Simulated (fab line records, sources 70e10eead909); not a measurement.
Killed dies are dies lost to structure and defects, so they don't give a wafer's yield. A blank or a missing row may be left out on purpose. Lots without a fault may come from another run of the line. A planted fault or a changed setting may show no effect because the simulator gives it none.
fab line records | flow nand_harc
record lots=5 wafers=15 last_day=32
route steps=1302 shown A_CONTACT@1029
lots that met no fault: from a run of the same line without faults
start_h: hours from the record's first day to the start of the lot's first wafer shown | wait_h: hours since the lot's step before | " the same as in the row above | L1.1+2: a row that stands for several wafers | - no value, or no start given | * or withheld: withheld | < > ~ a bound
route shown NAME@n: a module of which the file shows steps, and the number in the route of the first | usual: mean/standard deviation of fault-free wafers | same: alike in all rows | chamber/n: place in a boat | sites: the reading at each site | _std_site: their standard deviation | _edge_site: outer sites' mean less inner sites' | radius_mm: how far each site lies from the wafer's centre | mask NAME#n: copy n | behind: the tool/chamber that last shaped the wafer | hold: why the lot was held/for how many hours/how that ended | device: the transistor (n, p or np) that didn't switch | end of line: the same wafers' tests at the end of the route | a step without rows: its recipe alone | killed: dies lost to structure and defects at the first sort, not the wafer's yield | map: a wafer's dies, x killed, . not, _ none there
set.NAME: the setting as run; set.NAME@STEP: as run at that earlier step | model.NAME: the simulator's own value behind a step, which no gauge read
lots at some steps of the route; a table a step, a row a wafer
services: from which hour (start_h, from the record's first day; less than 0 if before it) a tool's chamber was out of use, for how many hours, and why
## steps
# step NHARC_A_CONTACT_DEHYDRATE_59
# recipe temp_c=150 time_s=120
# columns lot.wafer tool chamber start_h wait_h
L076.2+3+6 litho_track-01 0 520.30 0.2
L077.1+3+6 litho_track-06 0 524.14 0.2
L082.1+2+6 litho_track-01 0 580.91 0.2
L085.1+4+5 litho_track-01 0 626.46 0.2
L096.2+3+5 litho_track-06 0 712.76 0.2
# step NHARC_A_CONTACT_HMDS_60
# recipe time_s=30
# columns lot.wafer tool chamber start_h wait_h
L076.2+3+6 litho_track-01 0 - -
L077.1+3+6 litho_track-06 0 - -
L082.1+2+6 litho_track-01 0 - -
L085.1+4+5 litho_track-01 0 - -
L096.2+3+5 litho_track-06 0 - -
# step NHARC_A_CONTACT_COAT_61
# recipe temp_c=260 time_s=75
# columns lot.wafer tool chamber start_h wait_h
L076.2+3+6 litho_track-01 0 - -
L077.1+3+6 litho_track-06 0 - -
L082.1+2+6 litho_track-01 0 - -
L085.1+4+5 litho_track-01 0 - -
L096.2+3+5 litho_track-06 0 - -
# step NHARC_A_CONTACT_COAT_62
# recipe temp_c=225 time_s=65
# columns lot.wafer tool chamber start_h wait_h
L076.2+3+6 litho_track-01 0 - -
L077.1+3+6 litho_track-06 0 - -
L082.1+2+6 litho_track-01 0 - -
L085.1+4+5 litho_track-01 0 - -
L096.2+3+5 litho_track-06 0 - -
# step NHARC_A_CONTACT_COAT_63
# recipe spin_rpm=1500 resist_thk_nm=90
# columns lot.wafer tool chamber start_h wait_h
L076.2+3+6 litho_track-01 0 - -
L077.1+3+6 litho_track-06 0 - -
L082.1+2+6 litho_track-01 0 - -
L085.1+4+5 litho_track-01 0 - -
L096.2+3+5 litho_track-06 0 - -
# step NHARC_A_CONTACT_SOFTBAKE_64
# recipe temp_c=105 time_s=55
# columns lot.wafer tool chamber start_h wait_h
L076.2+3+6 litho_track-01 0 - -
L077.1+3+6 litho_track-06 0 - -
L082.1+2+6 litho_track-01 0 - -
L085.1+4+5 litho_track-01 0 - -
L096.2+3+5 litho_track-06 0 - -
# step NHARC_A_CONTACT_EBR_65
# columns lot.wafer tool chamber start_h wait_h
L076.2+3+6 litho_track-01 0 - -
L077.1+3+6 litho_track-06 0 - -
L082.1+2+6 litho_track-01 0 - -
L085.1+4+5 litho_track-01 0 - -
L096.2+3+5 litho_track-06 0 - -
# step NHARC_A_CONTACT_EXPOSE_66
# recipe na=1.35 sigma_outer=0.8 dose_mj=59.02 mask_id=A_CC_2
# columns lot.wafer tool chamber start_h wait_h mask
L076.2+3+6 arfi_scanner-03 0 520.61 - A_CC_2#0
L077.1+3+6 arfi_scanner-02 0 524.45 - A_CC_2#0
L082.1+2+6 arfi_scanner-01 0 581.22 - A_CC_2#0
L085.1+4+5 arfi_scanner-03 0 626.77 - A_CC_2#0
L096.2+3+5 arfi_scanner-02 0 713.08 - A_CC_2#0
# step NHARC_A_CONTACT_PEB_67
# recipe peb_temp_c=100 peb_time_s=65
# columns lot.wafer tool chamber start_h wait_h
L076.2+3+6 litho_track-04 0 520.67 0.1
L077.1+3+6 litho_track-06 0 524.51 0.1
L082.1+2+6 litho_track-04 0 581.28 0.1
L085.1+4+5 litho_track-01 0 626.83 0.1
L096.2+3+5 litho_track-06 0 713.14 0.1
# step NHARC_A_CONTACT_DEVELOP_68
# recipe develop_time_s=35 dev_temp_c=23
# columns lot.wafer tool chamber start_h wait_h
L076.2+3+6 litho_track-04 0 - -
L077.1+3+6 litho_track-06 0 - -
L082.1+2+6 litho_track-04 0 - -
L085.1+4+5 litho_track-01 0 - -
L096.2+3+5 litho_track-06 0 - -
# step NHARC_A_CONTACT_CD_MEAS_69
# recipe target_cd_nm=300 landing_energy_ev=500
# usual cd_nm=300.2/0.6
# columns lot.wafer tool chamber start_h wait_h cd_nm
L076.2 cd_sem-01 0 520.75 - 300.2
L076.3 " 0 " " 299.7
L076.6 " 0 " " 301.0
L077.1 cd_sem-01 0 524.59 - 299.8
L077.3 " 0 " " 298.8
L077.6 " 0 " " 301.3
L082.1 cd_sem-01 0 581.36 - 300.3
L082.2 " 0 " " 299.8
L082.6 " 0 " " 299.1
L085.1 cd_sem-01 0 626.91 - 301.1
L085.4 " 0 " " 299.8
L085.5 " 0 " " 299.9
L096.2 cd_sem-03 0 713.22 - 299.8
L096.3 " 0 " " 300.6
L096.5 " 0 " " 300.3
# step NHARC_A_CONTACT_OVL_MEAS_70
# usual overlay_x_nm=0.1/0.85 overlay_y_nm=-0.1/1
# columns lot.wafer tool chamber start_h wait_h overlay_x_nm overlay_y_nm
L076.2 overlay-01 - 520.83 - 0.4 -0.1
L076.3 " - " " 0.7 -0.2
L076.6 " - " " 0.6 -0.6
L077.1 overlay-01 - 524.68 - 0.4 0.1
L077.3 " - " " -0.1 0.2
L077.6 " - " " 0.7 0.9
L082.1 overlay-02 - 581.45 - 0.4 0.1
L082.2 " - " " 0.8 0.9
L082.6 " - " " 0.1 0.2
L085.1 overlay-01 - 627.00 - -0.3 -0.2
L085.4 " - " " 0.8 -0.5
L085.5 " - " " 0.2 -0.5
L096.2 overlay-01 - 713.30 - -0.2 0.1
L096.3 " - " " -0.8 0.3
L096.5 " - " " -0.3 -0.2
# step NHARC_A_CONTACT_INSPECT_71
# usual raw_defect_count=85/36
# columns lot.wafer tool chamber start_h wait_h raw_defect_count
L076.2 defect_inspect-02 - 520.87 0.0 155
L076.3 " - " " 163
L076.6 " - " " 149
L077.1 defect_inspect-02 - 524.71 0.0 118
L077.3 " - " " 105
L077.6 " - " " 114
L082.1 defect_inspect-02 - 581.49 0.0 25
L082.2 " - " " 37
L082.6 " - " " 34
L085.1 defect_inspect-02 - 627.03 0.0 66
L085.4 " - " " 67
L085.5 " - " " 86
L096.2 defect_inspect-01 - 713.34 0.0 60
L096.3 " - " " 64
L096.5 " - " " 59
# step NHARC_A_CONTACT_DESCUM_74
# recipe time_s=3 o2_flow_sccm=200 ar_flow_sccm=0 bias_power_w=0 chemistry=O2
# usual drypump_motor_current_A=5.7/0.5 mfc_ar_sccm=0.004/0.0063 oes_product_au=0.998/0.014 rf_vpp_V=57.8/0.99 showerhead_plenum_p_Torr=1.92/0.084 throttle_valve_pct=11.310/0.0087
# columns lot.wafer tool chamber start_h wait_h drypump_motor_current_A mfc_ar_sccm oes_product_au rf_hours_counter_h rf_vpp_V showerhead_plenum_p_Torr throttle_valve_pct
L076.3 rie_diel-04 0 520.93 0.1 6.0 0.005 1.019 20 56.5 2.01 11.310
L076.2 " 3 " " 5.0 0 0.995 27 56.6 1.78 11.306
L076.6 " 0 " " 6.0 0.005 1.015 - 58.9 2.01 11.326
L077.3 rie_diel-08 2 524.77 0.1 6.3 0 1.015 55 59.5 1.91 11.310
L077.1 " 0 " " 6.1 0 1.020 55 58.1 2.06 11.317
L077.6 " 3 " " 5.1 0.000 0.986 - 57.4 1.95 11.305
L082.2 rie_diel-04 1 581.55 0.1 5.5 0.018 1.002 5 58.0 1.93 11.312
L082.1 " 3 " " 5.0 0 0.991 6 57.4 1.78 11.310
L082.6 " 1 " " 5.5 0.018 0.992 - 56.6 1.93 11.307
L085.1 rie_diel-04 2 627.09 0.1 6.4 0 0.992 13 56.4 1.83 11.311
L085.4 " 0 " " 6.0 0.005 0.991 12 59.5 2.00 11.313
L085.5 " 3 " " 5.0 0 0.986 - 57.0 1.78 11.314
L096.2 rie_diel-08 1 713.40 0.1 5.5 0 1.004 51 60.1 1.90 11.336
L096.3 " 0 " " 6.0 0 1.024 54 57.6 2.04 11.319
L096.5 " 2 " " 6.3 0 0.996 - 56.9 1.89 11.317
# step NHARC_A_CONTACT_ETCH_75
# recipe target_depth_a=390 over_etch_frac=0.3 time_s=65 ion_energy_ev=80 cf4_flow_sccm=150 ar_flow_sccm=0 rf_w=300 bias_w=100 chemistry=CF4
# usual bias_w=99.97/0.29 drypump_motor_current_A=5.7/0.51 mfc_ar_sccm=0.003/0.0061 oes_product_au=0.997/0.014 rf_vpp_V=151.3/1.2 showerhead_plenum_p_Torr=1.77/0.074 throttle_valve_pct=13.284/0.0096
# columns lot.wafer tool chamber start_h wait_h bias_w drypump_motor_current_A mfc_ar_sccm oes_product_au rf_hours_counter_h rf_vpp_V showerhead_plenum_p_Torr throttle_valve_pct
L076.3 rie_diel-04 3 521.02 0.1 100.29 5.0 0 0.986 27 148.6 1.66 13.291
L076.2 " 2 " " 100.11 6.4 0 1.000 25 150.5 1.70 13.282
L076.6 " 0 " " 99.88 6.0 0.005 0.999 - 151.3 1.85 13.293
L077.1 rie_diel-08 1 524.86 0.1 99.56 5.5 0 0.998 53 151.0 1.77 13.299
L077.3 " 3 " " 99.89 5.1 0.000 0.982 57 152.1 1.80 13.295
L077.6 " 1 " " 99.89 5.5 0 0.995 - 152.2 1.77 13.285
L082.2 rie_diel-04 2 581.63 0.1 100.11 6.4 0 0.991 6 152.3 1.70 13.264
L082.1 " 0 " " 100.05 6.0 0.005 0.991 5 152.3 1.85 13.286
L082.6 " 3 " " 99.80 5.0 0 0.988 - 148.6 1.66 13.279
L085.1 rie_diel-04 3 627.18 0.1 100.18 5.0 0 0.984 13 152.2 1.65 13.278
L085.4 " 0 " " 100.16 6.0 0.005 0.990 12 152.0 1.85 13.269
L085.5 " 0 " " 99.78 6.0 0.005 1.002 - 151.9 1.85 13.283
L096.2 rie_diel-08 3 713.49 0.1 99.72 5.1 0.000 1.002 57 152.5 1.78 13.290
L096.3 " 1 " " 100.03 5.5 0 0.998 51 151.7 1.75 13.310
L096.5 " 3 " " 99.62 5.1 0.000 1.006 - 152.7 1.78 13.300
# step NHARC_A_CONTACT_ETCH_76
# recipe target_depth_a=2600 over_etch_frac=0.3 time_s=475.3 ion_energy_ev=200 n2_flow_sccm=150 h2_flow_sccm=150 ar_flow_sccm=0 rf_w=400 bias_w=150 chemistry=N2/H2
# usual bias_w=150.0/0.44 drypump_motor_current_A=5.7/0.5 mfc_ar_sccm=0.004/0.0064 oes_product_au=0.999/0.014 rf_vpp_V=430.7/2.6 showerhead_plenum_p_Torr=2.05/0.092 throttle_valve_pct=14.171/0.0098
# columns lot.wafer tool chamber start_h wait_h bias_w drypump_motor_current_A mfc_ar_sccm oes_product_au rf_hours_counter_h rf_vpp_V showerhead_plenum_p_Torr throttle_valve_pct
L076.2 rie_diel-04 1 - - 149.4 5.5 0.018 0.998 26 429.6 2.06 14.164
L076.3 " 2 " " 150.3 6.3 0 1.007 25 428.1 1.96 14.172
L076.6 " 1 " " 150.1 5.5 0.018 1.000 - 431.0 2.06 14.171
L077.1 rie_diel-08 3 - - 149.5 5.1 0.000 0.991 57 431.4 2.08 14.173
L077.3 " 0 " " 150.1 6.0 0 1.008 55 435.3 2.20 14.152
L077.6 " 0 " " 150.5 6.1 0 1.022 - 435.5 2.20 14.162
L082.1 rie_diel-04 0 - - 150.4 6.1 0.005 0.997 5 433.4 2.14 14.175
L082.2 " 1 " " 150.1 5.5 0.018 0.996 5 431.5 2.05 14.176
L082.6 " 1 " " 150.0 5.5 0.018 0.997 - 430.9 2.05 14.168
L085.1 rie_diel-04 0 - - 150.1 6.0 0.005 0.988 12 433.4 2.14 14.184
L085.4 " 1 " " 149.5 5.5 0.018 0.998 12 431.3 2.05 14.175
L085.5 " 3 " " 150.0 5.0 0 0.989 - 424.5 1.89 14.169
L096.2 rie_diel-08 0 - - 150.0 6.1 0 1.034 54 433.4 2.18 14.166
L096.3 " 1 " " 149.5 5.5 0 1.002 51 430.7 2.02 14.174
L096.5 " 2 " " 149.8 6.3 0 0.998 - 429.3 2.01 14.176
# step NHARC_A_CONTACT_ETCH_77
# recipe target_depth_a=1089 time_s=54.5 cf4_flow_sccm=100 chf3_flow_sccm=30 ar_flow_sccm=0 rf_w=500 bias_w=200 chemistry=CF4/CHF3
# usual bias_w=200.0/0.57 drypump_motor_current_A=5.6/0.51 mfc_ar_sccm=0.003/0.006 oes_product_au=0.934/0.02 rf_vpp_V=370.7/2.3 showerhead_plenum_p_Torr=1.58/0.066 throttle_valve_pct=16.802/0.0088
# columns lot.wafer tool chamber start_h wait_h bias_w drypump_motor_current_A mfc_ar_sccm oes_product_au rf_hours_counter_h rf_vpp_V showerhead_plenum_p_Torr throttle_valve_pct
L076.2 rie_diel-04 1 - - 200.8 5.5 0.018 0.927 27 370.7 1.59 16.806
L076.3 " 3 " " 199.5 5.0 0 0.959 27 367.7 1.47 16.798
L076.6 " 0 " " 200.3 6.0 0.005 0.932 - 371.9 1.65 16.795
L077.3 rie_diel-08 3 - - 201.0 5.1 0.000 0.916 57 371.9 1.60 16.782
L077.1 " 1 " " 201.3 5.5 0 0.918 53 370.2 1.58 16.791
L077.6 " 1 " " 199.7 5.5 0 0.931 - 370.4 1.58 16.802
L082.1 rie_diel-04 2 - - 199.8 6.4 0 0.924 6 370.5 1.51 16.804
L082.2 " 0 " " 199.8 6.0 0.005 0.927 6 373.0 1.64 16.807
L082.6 " 2 " " 200.7 6.4 0 0.907 - 369.2 1.51 16.798
L085.1 rie_diel-04 3 - - 200.4 4.9 0 0.921 13 367.4 1.47 16.803
L085.4 " 0 " " 200.2 6.0 0.005 0.934 12 372.5 1.64 16.795
L085.5 " 3 " " 199.9 5.0 0 0.921 - 367.6 1.47 16.806
L096.3 rie_diel-08 2 - - 199.6 6.4 0 0.938 59 371.6 1.55 16.806
L096.2 " 3 " " 200.5 5.1 0.000 0.945 57 370.7 1.58 16.811
L096.5 " 1 " " 199.9 5.5 0 0.930 - 370.3 1.56 16.802
# step NHARC_A_CONTACT_ETCH_78
# recipe target_depth_a=53000 over_etch_frac=0.3 time_s=1378 ion_energy_ev=150 o2_flow_sccm=400 cos_flow_sccm=20 ar_flow_sccm=0 rf_w=500 bias_w=300 chemistry=O2/COS
# usual bias_w=299.8/0.91 drypump_motor_current_A=5.7/0.49 mfc_ar_sccm=0.004/0.0063 oes_product_au=1.000/0.013 rf_vpp_V=314.4/2.1 showerhead_plenum_p_Torr=3.14/0.13 throttle_valve_pct=28.330/0.0087
# columns lot.wafer tool chamber start_h wait_h bias_w drypump_motor_current_A mfc_ar_sccm oes_product_au rf_hours_counter_h rf_vpp_V showerhead_plenum_p_Torr throttle_valve_pct
L076.2 rie_diel-04 1 - - 299.1 5.5 0.018 1.013 27 314.8 3.14 28.320
L076.3 " 2 " " 299.7 6.4 0 1.004 25 313.4 3.01 28.332
L076.6 " 0 " " 301.3 6.0 0.005 1.005 - 316.2 3.27 28.325
L077.1 rie_diel-08 0 - - 300.0 6.0 0 1.013 55 318.1 3.34 28.323
L077.3 " 3 " " 301.0 5.1 0.000 0.982 57 314.4 3.17 28.334
L077.6 " 3 " " 299.7 5.1 0.000 0.987 - 314.3 3.17 28.328
L082.1 rie_diel-04 2 - - 300.7 6.4 0 0.989 6 313.4 3.00 28.316
L082.2 " 3 " " 300.2 5.0 0 0.992 6 310.4 2.92 28.322
L082.6 " 2 " " 300.8 6.4 0 1.010 - 311.9 3.00 28.326
L085.1 rie_diel-04 2 - - 300.3 6.4 0 1.001 14 312.5 3.00 28.330
L085.4 " 1 " " 300.3 5.5 0.018 0.987 13 314.5 3.14 28.334
L085.5 " 3 " " 300.6 5.0 0 0.991 - 311.1 2.92 28.306
L096.3 rie_diel-08 0 - - 299.8 6.0 0 1.030 55 316.0 3.31 28.337
L096.2 " 3 " " 298.1 5.1 0.000 1.016 57 315.0 3.14 28.330
L096.5 " 1 " " 299.3 5.5 0 1.005 - 313.2 3.10 28.327
# step NHARC_A_CONTACT_ETCH_124
# recipe source_w=withheld pressure_mtorr=20 bias_v=withheld time_s=140 target_depth_a=7000 ar_flow_sccm=withheld c4f8_flow_sccm=withheld o2_flow_sccm=withheld chemistry=C4F8/O2/Ar
# usual oes_air_line_au=0.994/0.019
# columns lot.wafer tool chamber start_h wait_h oes_air_line_au rf_hours_counter_h
L076.2 har_cap_etch-03 1 522.47 - 1.022 44
L076.3 " 1 " " 1.006 -
L076.6 " 0 " " 0.999 -
L077.1 har_cap_etch-01 1 526.58 - 1.003 5
L077.3 " 0 " " 0.959 -
L077.6 " 0 " " 0.984 -
L082.2 har_cap_etch-03 1 583.10 - 0.994 54
L082.1 " 0 " " 1.009 54
L082.6 " 1 " " 0.966 -
L085.1 har_cap_etch-01 0 628.73 - 1.008 22
L085.4 " 0 " " 1.001 -
L085.5 " 1 " " 0.992 -
L096.2 har_cap_etch-03 1 714.98 - 0.994 80
L096.3 " 0 " " 0.988 -
L096.5 " 0 " " 0.982 -
# step NHARC_A_CONTACT_ETCH_125
# recipe source_w=withheld pressure_mtorr=20 bias_v=3000 time_s=197 target_depth_a=19180 ar_flow_sccm=withheld c4f8_flow_sccm=withheld o2_flow_sccm=withheld chemistry=C4F8/O2/Ar
# usual oes_air_line_au=1.000/0.021
# columns lot.wafer tool chamber start_h wait_h oes_air_line_au rf_hours_counter_h
L076.2 har_cap_etch-03 1 522.67 0.2 1.005 45
L076.3 " 1 " " 1.036 -
L076.6 " 0 " " 1.013 -
L077.1 har_cap_etch-01 1 526.78 0.2 0.984 5
L077.3 " 0 " " 1.009 -
L077.6 " 0 " " 0.998 -
L082.2 har_cap_etch-03 1 583.30 0.2 0.978 54
L082.1 " 0 " " 1.018 54
L082.6 " 1 " " 1.008 -
L085.1 har_cap_etch-01 0 629.00 0.2 0.975 22
L085.4 " 0 " " 0.993 -
L085.5 " 1 " " 1.003 -
L096.2 har_cap_etch-03 1 715.17 0.2 1.010 80
L096.3 " 0 " " 1.006 -
L096.5 " 0 " " 1.015 -
# step NHARC_A_CONTACT_ETCH_126
# recipe source_w=withheld pressure_mtorr=20 bias_v=3000 time_s=197 target_depth_a=19180 ar_flow_sccm=withheld c4f8_flow_sccm=withheld o2_flow_sccm=withheld chemistry=C4F8/O2/Ar
# usual oes_air_line_au=1.000/0.018
# columns lot.wafer tool chamber start_h wait_h oes_air_line_au rf_hours_counter_h
L076.2 har_cap_etch-03 1 522.85 0.1 0.981 45
L076.3 " 1 " " 0.984 -
L076.6 " 0 " " 0.987 -
L077.1 har_cap_etch-01 1 526.95 0.1 1.025 5
L077.3 " 0 " " 1.000 -
L077.6 " 0 " " 0.990 -
L082.2 har_cap_etch-03 1 583.47 0.1 1.043 54
L082.1 " 0 " " 0.972 54
L082.6 " 1 " " 1.031 -
L085.1 har_cap_etch-01 0 629.24 0.2 1.015 22
L085.4 " 0 " " 0.985 -
L085.5 " 1 " " 0.967 -
L096.2 har_cap_etch-03 1 715.35 0.1 1.006 81
L096.3 " 0 " " 0.992 -
L096.5 " 0 " " 0.983 -
# step NHARC_A_CONTACT_ETCH_127
# recipe source_w=withheld pressure_mtorr=20 bias_v=3000 time_s=197 target_depth_a=19180 ar_flow_sccm=withheld c4f8_flow_sccm=withheld o2_flow_sccm=withheld chemistry=C4F8/O2/Ar
# usual oes_air_line_au=1.000/0.02
# columns lot.wafer tool chamber start_h wait_h oes_air_line_au rf_hours_counter_h
L076.2 har_cap_etch-03 1 523.02 0.1 1.000 45
L076.3 " 1 " " 1.012 -
L076.6 " 0 " " 1.017 -
L077.1 har_cap_etch-01 1 527.13 0.1 1.020 5
L077.3 " 0 " " 0.961 -
L077.6 " 0 " " 0.999 -
L082.2 har_cap_etch-03 1 583.65 0.1 0.990 55
L082.1 " 0 " " 0.979 55
L082.6 " 1 " " 0.965 -
L085.1 har_cap_etch-01 0 629.47 0.2 0.988 22
L085.4 " 0 " " 1.012 -
L085.5 " 1 " " 1.028 -
L096.2 har_cap_etch-03 1 715.53 0.1 0.994 81
L096.3 " 0 " " 1.028 -
L096.5 " 0 " " 0.984 -
# step NHARC_A_CONTACT_ETCH_128
# recipe source_w=withheld pressure_mtorr=20 bias_v=3000 time_s=197 target_depth_a=19180 ar_flow_sccm=withheld c4f8_flow_sccm=withheld o2_flow_sccm=withheld chemistry=C4F8/O2/Ar
# usual oes_air_line_au=0.997/0.02
# columns lot.wafer tool chamber start_h wait_h oes_air_line_au rf_hours_counter_h
L076.2 har_cap_etch-03 1 523.19 0.1 0.981 45
L076.3 " 1 " " 0.965 -
L076.6 " 0 " " 0.996 -
L077.1 har_cap_etch-01 1 527.30 0.1 1.007 5
L077.3 " 0 " " 0.979 -
L077.6 " 0 " " 0.990 -
L082.2 har_cap_etch-03 1 583.82 0.1 1.022 55
L082.1 " 0 " " 1.014 55
L082.6 " 1 " " 0.996 -
L085.1 har_cap_etch-01 0 629.71 0.2 1.027 22
L085.4 " 0 " " 1.016 -
L085.5 " 1 " " 1.000 -
L096.2 har_cap_etch-03 1 715.70 0.1 0.995 81
L096.3 " 0 " " 1.029 -
L096.5 " 0 " " 1.003 -
# step NHARC_A_CONTACT_ETCH_129
# recipe source_w=withheld pressure_mtorr=20 bias_v=3000 time_s=197 target_depth_a=19180 ar_flow_sccm=withheld c4f8_flow_sccm=withheld o2_flow_sccm=withheld chemistry=C4F8/O2/Ar
# usual oes_air_line_au=1.003/0.023
# columns lot.wafer tool chamber start_h wait_h oes_air_line_au rf_hours_counter_h
L076.2 har_cap_etch-03 1 523.37 0.1 1.018 45
L076.3 " 1 " " 1.036 -
L076.6 " 0 " " 1.017 -
L077.1 har_cap_etch-01 1 527.48 0.1 1.045 5
L077.3 " 0 " " 0.996 -
L077.6 " 0 " " 1.005 -
L082.2 har_cap_etch-03 1 584.00 0.1 0.989 55
L082.1 " 0 " " 1.002 55
L082.6 " 1 " " 0.972 -
L085.1 har_cap_etch-01 0 629.95 0.2 1.022 23
L085.4 " 0 " " 1.011 -
L085.5 " 1 " " 1.022 -
L096.2 har_cap_etch-03 1 715.88 0.1 0.943 81
L096.3 " 0 " " 0.936 -
L096.5 " 0 " " 0.964 -
# step NHARC_A_CONTACT_ETCH_130
# recipe source_w=withheld pressure_mtorr=20 bias_v=3000 time_s=197 target_depth_a=19180 ar_flow_sccm=withheld c4f8_flow_sccm=withheld o2_flow_sccm=withheld chemistry=C4F8/O2/Ar
# usual oes_air_line_au=0.999/0.02
# columns lot.wafer tool chamber start_h wait_h oes_air_line_au rf_hours_counter_h
L076.2 har_cap_etch-03 1 523.54 0.1 0.979 45
L076.3 " 1 " " 1.000 -
L076.6 " 0 " " 1.009 -
L077.1 har_cap_etch-01 1 527.66 0.1 0.999 6
L077.3 " 0 " " 0.969 -
L077.6 " 0 " " 1.027 -
L082.2 har_cap_etch-03 1 584.17 0.1 1.048 55
L082.1 " 0 " " 1.004 55
L082.6 " 1 " " 1.027 -
L085.1 har_cap_etch-01 0 630.18 0.2 1.000 23
L085.4 " 0 " " 1.000 -
L085.5 " 1 " " 0.996 -
L096.2 har_cap_etch-03 1 716.05 0.1 0.976 81
L096.3 " 0 " " 1.030 -
L096.5 " 0 " " 1.000 -
# step NHARC_A_CONTACT_ETCH_131
# recipe source_w=withheld pressure_mtorr=20 bias_v=3000 time_s=197 target_depth_a=19180 ar_flow_sccm=withheld c4f8_flow_sccm=withheld o2_flow_sccm=withheld chemistry=C4F8/O2/Ar
# usual oes_air_line_au=1.003/0.02
# columns lot.wafer tool chamber start_h wait_h oes_air_line_au rf_hours_counter_h
L076.2 har_cap_etch-03 1 523.72 0.1 0.999 46
L076.3 " 1 " " 1.027 -
L076.6 " 0 " " 0.995 -
L077.1 har_cap_etch-01 1 527.84 0.2 0.980 6
L077.3 " 0 " " 1.021 -
L077.6 " 0 " " 1.009 -
L082.2 har_cap_etch-03 1 584.35 0.1 1.003 55
L082.1 " 0 " " 1.004 55
L082.6 " 1 " " 0.985 -
L085.1 har_cap_etch-01 0 630.42 0.2 1.011 23
L085.4 " 0 " " 0.992 -
L085.5 " 1 " " 1.013 -
L096.2 har_cap_etch-03 1 716.23 0.1 0.989 81
L096.3 " 0 " " 0.997 -
L096.5 " 0 " " 0.987 -
# step NHARC_A_CONTACT_ETCH_132
# recipe source_w=withheld pressure_mtorr=20 bias_v=3000 time_s=197 target_depth_a=19240 ar_flow_sccm=withheld c4f8_flow_sccm=withheld o2_flow_sccm=withheld chemistry=C4F8/O2/Ar
# usual oes_air_line_au=1.002/0.022
# columns lot.wafer tool chamber start_h wait_h oes_air_line_au rf_hours_counter_h
L076.2 har_cap_etch-03 1 523.90 0.1 1.019 46
L076.3 " 1 " " 0.993 -
L076.6 " 0 " " 0.992 -
L077.1 har_cap_etch-01 1 528.01 0.1 1.032 6
L077.3 " 0 " " 0.996 -
L077.6 " 0 " " 1.031 -
L082.2 har_cap_etch-03 1 584.53 0.1 0.969 55
L082.1 " 0 " " 1.011 55
L082.6 " 1 " " 0.971 -
L085.1 har_cap_etch-01 0 630.65 0.2 1.015 23
L085.4 " 0 " " 0.995 -
L085.5 " 1 " " 1.014 -
L096.2 har_cap_etch-03 1 716.41 0.1 0.945 82
L096.3 " 0 " " 0.987 -
L096.5 " 0 " " 0.984 -
# step NHARC_A_CONTACT_ETCH_133
# recipe source_w=withheld pressure_mtorr=20 bias_v=400 time_s=374 target_depth_a=16100 ar_flow_sccm=withheld c4f8_flow_sccm=11.5 o2_flow_sccm=7.2 chemistry=C4F8/O2/Ar
# usual oes_air_line_au=0.997/0.02
# columns lot.wafer tool chamber start_h wait_h oes_air_line_au rf_hours_counter_h
L076.2 har_cap_etch-03 1 524.07 0.1 0.982 46
L076.3 " 1 " " 0.964 -
L076.6 " 0 " " 1.014 -
L077.1 har_cap_etch-01 1 528.19 0.1 1.008 6
L077.3 " 0 " " 1.012 -
L077.6 " 0 " " 1.027 -
L082.2 har_cap_etch-03 1 584.70 0.1 0.975 56
L082.1 " 0 " " 0.964 56
L082.6 " 1 " " 0.978 -
L085.1 har_cap_etch-01 0 630.89 0.2 1.017 23
L085.4 " 0 " " 1.009 -
L085.5 " 1 " " 1.020 -
L096.2 har_cap_etch-03 1 716.63 0.2 1.002 82
L096.3 " 0 " " 0.976 -
L096.5 " 0 " " 1.012 -
# step NHARC_A_CONTACT_ETCH_91
# recipe target_depth_a=400 over_etch_frac=0.5 time_s=85.7 ion_energy_ev=120 ch3f_flow_sccm=50 o2_flow_sccm=30 ar_flow_sccm=200 rf_w=500 bias_w=100 chemistry=CH3F/O2
# usual bias_w=99.96/0.29 drypump_motor_current_A=5.6/0.51 mfc_ar_sccm=200.0/0.61 oes_product_au=0.934/0.027 rf_vpp_V=244.2/1.6 showerhead_plenum_p_Torr=2.46/0.11 throttle_valve_pct=20.665/0.0091
# columns lot.wafer tool chamber start_h wait_h bias_w drypump_motor_current_A mfc_ar_sccm oes_product_au rf_hours_counter_h rf_vpp_V showerhead_plenum_p_Torr throttle_valve_pct
L076.2 rie_diel-08 0 524.93 0.8 99.86 6.0 198.6 0.943 55 246.7 2.64 20.662
L076.3 " 1 " " 100.38 5.5 200.8 0.914 53 246.0 2.46 20.655
L076.6 " 3 " " 100.22 5.1 199.5 0.904 - 244.0 2.50 20.657
L077.1 rie_diel-10 0 529.02 0.8 100.23 5.0 200.6 0.909 21 246.8 2.63 20.674
L077.3 " 1 " " 99.85 5.5 200.5 0.929 15 245.0 2.61 20.676
L077.6 " 2 " " 100.10 5.1 200.3 0.929 - 246.2 2.63 20.676
L082.1 rie_diel-04 1 585.53 0.7 99.94 5.5 200.7 0.906 6 244.3 2.47 20.670
L082.2 " 2 " " 99.73 6.3 198.8 0.914 7 243.3 2.36 20.677
L082.6 " 3 " " 99.83 5.0 200.2 0.902 - 241.9 2.30 20.662
L085.4 rie_diel-04 3 631.86 0.7 99.96 5.0 200.2 0.912 14 240.9 2.29 20.667
L085.1 " 0 " " 100.12 6.0 200.0 0.926 13 246.0 2.57 20.677
L085.5 " 1 " " 99.72 5.5 199.5 0.920 - 243.4 2.47 20.663
L096.3 rie_diel-10 1 717.44 0.7 100.24 5.5 200.6 0.919 36 245.8 2.58 20.675
L096.2 " 0 " " 99.95 5.0 198.9 0.937 39 246.1 2.60 20.677
L096.5 " 2 " " 99.51 5.1 200.2 0.939 - 245.9 2.61 20.663
## services
# columns tool chamber start_h hours kind
har_cap_etch-01 - 497.00 17.0 pm
litho_track-01 - 505.00 7.0 pm
arfi_scanner-03 - 505.50 0.9 repair
rie_diel-04 3 515.41 4.2 repair
litho_track-06 - 529.00 7.0 pm
rie_diel-04 - 531.90 9.0 pm
arfi_scanner-03 - 538.18 1.1 repair
arfi_scanner-03 - 540.00 4.0 pm
rie_diel-08 - 541.65 3.1 repair
rie_diel-08 - 544.84 9.0 pm
litho_track-04 - 553.00 7.0 pm
arfi_scanner-01 - 596.00 4.0 pm
rie_diel-10 - 597.01 9.0 pm
rie_diel-08 1 607.41 5.6 repair
arfi_scanner-02 - 643.59 3.0 repair
rie_diel-04 2 651.55 7.8 repair
arfi_scanner-01 - 654.79 1.3 repair
arfi_scanner-02 - 656.00 4.0 pm
rie_diel-10 3 676.89 4.7 repair
litho_track-01 - 680.00 7.0 pm
arfi_scanner-02 - 700.63 1.0 repair
litho_track-06 - 704.00 7.0 pm
rie_diel-04 - 708.90 9.0 pm
arfi_scanner-03 - 712.00 4.0 pm
## key
fault none
